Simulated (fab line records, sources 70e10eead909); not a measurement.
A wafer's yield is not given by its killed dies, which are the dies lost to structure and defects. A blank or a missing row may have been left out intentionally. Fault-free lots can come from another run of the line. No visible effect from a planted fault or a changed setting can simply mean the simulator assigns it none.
Chamber matching + flow nandHarc + 4 sister chambers for NHARC_A_CHANNEL_FILL_D1_ETCHBACK_20 on rieDiel-07
The step etches the open film in C4F8/O2/Ar, target depth 27 nm, time 13.5 s. 4 wafers are shown with their chamber, then 9 later ones without.

== EACH WAFER AND ITS CHAMBER ==
| wafer  | chamber | rfVppV (V) |
|--------|---------|------------|
| L697.5 | 3       | 971        |
| L705.1 | 1       | 973        |
| L705.4 | 0       | 986        |
| L705.5 | 2       | 976        |

== WAFERS WITH NO CHAMBER GIVEN ==
| wafer  | rfVppV (V) |
|--------|------------|
| L709.2 | 970        |
| L709.3 | 977        |
| L709.6 | 977        |
| L710.3 | 974        |
| L710.4 | 971        |
| L710.5 | 969        |
| L711.3 | 970        |
| L711.4 | 986        |
| L711.6 | 970        |

== WHICH CHAMBER EACH WENT THROUGH ==
| wafer  | from the rows above          | in truth |
|--------|------------------------------|----------|
| L709.2 | can't be placed: 3 or 1      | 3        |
| L709.3 | 2                            | 2        |
| L709.6 | 2                            | 2        |
| L710.3 | can't be placed: 1 or 2 or 3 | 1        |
| L710.4 | can't be placed: 3 or 1      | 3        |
| L710.5 | can't be placed: 3 or 1      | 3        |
| L711.3 | can't be placed: 3 or 1      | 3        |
| L711.4 | 0                            | 0        |
| L711.6 | can't be placed: 3 or 1      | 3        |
Correct placement for 3 of the 9. Can't be placed from these rows: 6 (the true chamber is among the candidates in 6). Wrongly placed: 0.
How it was worked out, from the rows above alone: a wafer's distance from a chamber is the root of the sum, over the readings, of the square of ((its reading less the chamber's mean) divided by the reading's scatter). The wafer belongs to the nearest chamber; if the next one is less than 2 further off, it can't be placed. A chamber's mean is the mean of its shown wafers. The scatter: root of mean squared gap, hidden wafer to nearest shown wafer, with one shown wafer a chamber.
